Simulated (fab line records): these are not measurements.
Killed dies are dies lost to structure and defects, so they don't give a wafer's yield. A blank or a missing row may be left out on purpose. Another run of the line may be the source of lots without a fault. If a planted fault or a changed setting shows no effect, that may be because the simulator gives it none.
Matching of chambers :: flow n5Finfet :: 4 sister chambers for N5_BEOL_M6_ETCH_72 on rieDiel-06
The step etches underlayer in N2/H2, target depth 6.5 nm, time 5.2 s. 14 wafers are shown with their chamber, then 7 later ones without.

WAFERS PAIRED WITH THEIR CHAMBERS
wafer: L074.1
chamber: 3
throttleValvePct (%): 17.9
showerheadPlenumPTorr (Torr): 2.47
drypumpMotorCurrentA (A): 5.6

wafer: L074.4
chamber: 0
throttleValvePct (%): 17.6
showerheadPlenumPTorr (Torr): 2.69
drypumpMotorCurrentA (A): 5.7

wafer: L074.6
chamber: 2
throttleValvePct (%): 18.4
showerheadPlenumPTorr (Torr): 2.63
drypumpMotorCurrentA (A): 5.6

wafer: L078.1
chamber: 0
throttleValvePct (%): 17.6
showerheadPlenumPTorr (Torr): 2.69
drypumpMotorCurrentA (A): 5.7

wafer: L078.3
chamber: 3
throttleValvePct (%): 18.0
showerheadPlenumPTorr (Torr): 2.46
drypumpMotorCurrentA (A): 5.6

wafer: L078.5
chamber: 1
throttleValvePct (%): 17.5
showerheadPlenumPTorr (Torr): 2.48
drypumpMotorCurrentA (A): 6.3

wafer: L080.2
chamber: 0
throttleValvePct (%): 17.6
showerheadPlenumPTorr (Torr): 2.68
drypumpMotorCurrentA (A): 5.7

wafer: L080.4
chamber: 2
throttleValvePct (%): 18.4
showerheadPlenumPTorr (Torr): 2.62
drypumpMotorCurrentA (A): 5.5

wafer: L080.5
chamber: 1
throttleValvePct (%): 17.5
showerheadPlenumPTorr (Torr): 2.48
drypumpMotorCurrentA (A): 6.3

wafer: L082.1
chamber: 1
throttleValvePct (%): 17.5
showerheadPlenumPTorr (Torr): 2.48
drypumpMotorCurrentA (A): 6.3

wafer: L082.4
chamber: 2
throttleValvePct (%): 18.4
showerheadPlenumPTorr (Torr): 2.62
drypumpMotorCurrentA (A): 5.6

wafer: L082.6
chamber: 3
throttleValvePct (%): 18.0
showerheadPlenumPTorr (Torr): 2.46
drypumpMotorCurrentA (A): 5.5

wafer: L086.3
chamber: 2
throttleValvePct (%): 18.4
showerheadPlenumPTorr (Torr): 2.62
drypumpMotorCurrentA (A): 5.6

wafer: L086.4
chamber: 3
throttleValvePct (%): 18.0
showerheadPlenumPTorr (Torr): 2.46
drypumpMotorCurrentA (A): 5.6

SIGNATURES (means of the wafers above)
reading: throttleValvePct
chamber 0: 17.600
chamber 1: 17.500
chamber 2: 18.400
chamber 3: 17.975
scatter within a chamber: 0.0274

reading: showerheadPlenumPTorr
chamber 0: 2.6867
chamber 1: 2.4800
chamber 2: 2.6225
chamber 3: 2.4625
scatter within a chamber: 0.00465

reading: drypumpMotorCurrentA
chamber 0: 5.700
chamber 1: 6.300
chamber 2: 5.575
chamber 3: 5.575
scatter within a chamber: 0.0387
Rule: distance of a wafer from a chamber = root of the sum over the readings of ((wafer's reading minus chamber's mean) / reading's scatter) squared. The wafer belongs to the nearest chamber; if the next one is less than 2 further off, it can't be placed. How the scatter is found: for the shown wafers, subtract from each reading the mean of its chamber, square and add these, divide the total by (wafers less chambers), then take the root.

WAFERS WHOSE CHAMBER IS MISSING
wafer: L086.6
throttleValvePct (%): 18.4
showerheadPlenumPTorr (Torr): 2.62
drypumpMotorCurrentA (A): 5.6

wafer: L090.2
throttleValvePct (%): 18.5
showerheadPlenumPTorr (Torr): 2.61
drypumpMotorCurrentA (A): 5.5

wafer: L090.5
throttleValvePct (%): 18.0
showerheadPlenumPTorr (Torr): 2.45
drypumpMotorCurrentA (A): 5.6

wafer: L090.6
throttleValvePct (%): 17.7
showerheadPlenumPTorr (Torr): 2.68
drypumpMotorCurrentA (A): 5.7

wafer: L095.1
throttleValvePct (%): 17.7
showerheadPlenumPTorr (Torr): 2.67
drypumpMotorCurrentA (A): 5.7

wafer: L095.2
throttleValvePct (%): 18.0
showerheadPlenumPTorr (Torr): 2.45
drypumpMotorCurrentA (A): 5.6

wafer: L095.3
throttleValvePct (%): 17.5
showerheadPlenumPTorr (Torr): 2.47
drypumpMotorCurrentA (A): 6.3

EACH ONE'S CHAMBER
wafer: L086.6
from the rows above: 2
in truth: 2

wafer: L090.2
from the rows above: 2
in truth: 2

wafer: L090.5
from the rows above: 3
in truth: 3

wafer: L090.6
from the rows above: 0
in truth: 0

wafer: L095.1
from the rows above: 0
in truth: 0

wafer: L095.2
from the rows above: 3
in truth: 3

wafer: L095.3
from the rows above: 1
in truth: 1
7 of 7 placed correctly. Not placeable from these rows: 0. Placed wrongly: 0.
